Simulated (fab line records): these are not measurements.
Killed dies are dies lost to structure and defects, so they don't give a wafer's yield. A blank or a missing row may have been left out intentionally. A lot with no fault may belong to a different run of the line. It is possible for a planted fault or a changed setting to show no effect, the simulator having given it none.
Chamber matching | flow n5-finfet | 4 sister chambers for N5_FIN_CUT_CUT_ETCH_28 on rie-si-06
The step etches Si in HBr/Cl2/O2, target depth 6 nm, time 2.4 s. 8 wafers are shown with their chamber, then 8 later ones without.

## EACH WAFER AND ITS CHAMBER
wafer  | chamber | throttle-valve-pct (%) | drypump-motor-current-A (A)
L080.5 | 1       | 36.89                  | 5.6
L083.2 | 2       | 37.53                  | 5.6
L083.5 | 1       | 36.87                  | 5.6
L083.6 | 0       | 37.05                  | 6.0
L084.2 | 3       | 37.46                  | 5.5
L084.3 | 2       | 37.55                  | 5.5
L084.6 | 0       | 37.05                  | 6.0
L087.1 | 3       | 37.45                  | 5.5

## WAFERS WITHOUT THEIR CHAMBER
wafer  | throttle-valve-pct (%) | drypump-motor-current-A (A)
L087.3 | 37.04                  | 5.9
L087.5 | 36.86                  | 5.6
L093.1 | 36.86                  | 5.6
L093.3 | 37.47                  | 5.5
L093.6 | 37.47                  | 5.5
L094.2 | 37.48                  | 5.5
L094.3 | 37.04                  | 5.9
L094.5 | 37.02                  | 5.9

## EACH ONE'S CHAMBER
wafer  | from the rows above | in truth
L087.3 | 0                   | 0
L087.5 | 1                   | 1
L093.1 | 1                   | 1
L093.3 | 3                   | 3
L093.6 | 3                   | 3
L094.2 | 3                   | 3
L094.3 | 0                   | 0
L094.5 | 0                   | 0
Placed correctly: 8 of 8. Number that these rows cannot place: 0. 0 placed wrongly.
How it was worked out, from the rows above alone: a wafer's distance from a chamber is the root of the sum, over the readings, of the square of ((its reading less the chamber's mean) divided by the reading's scatter). The wafer belongs to the nearest chamber; if the next one is less than 2 further off, it can't be placed. A chamber's mean is the mean of its shown wafers. The scatter: the root of (the sum of the squares of (reading less its chamber's mean) over the shown wafers, divided by (wafers less chambers)).
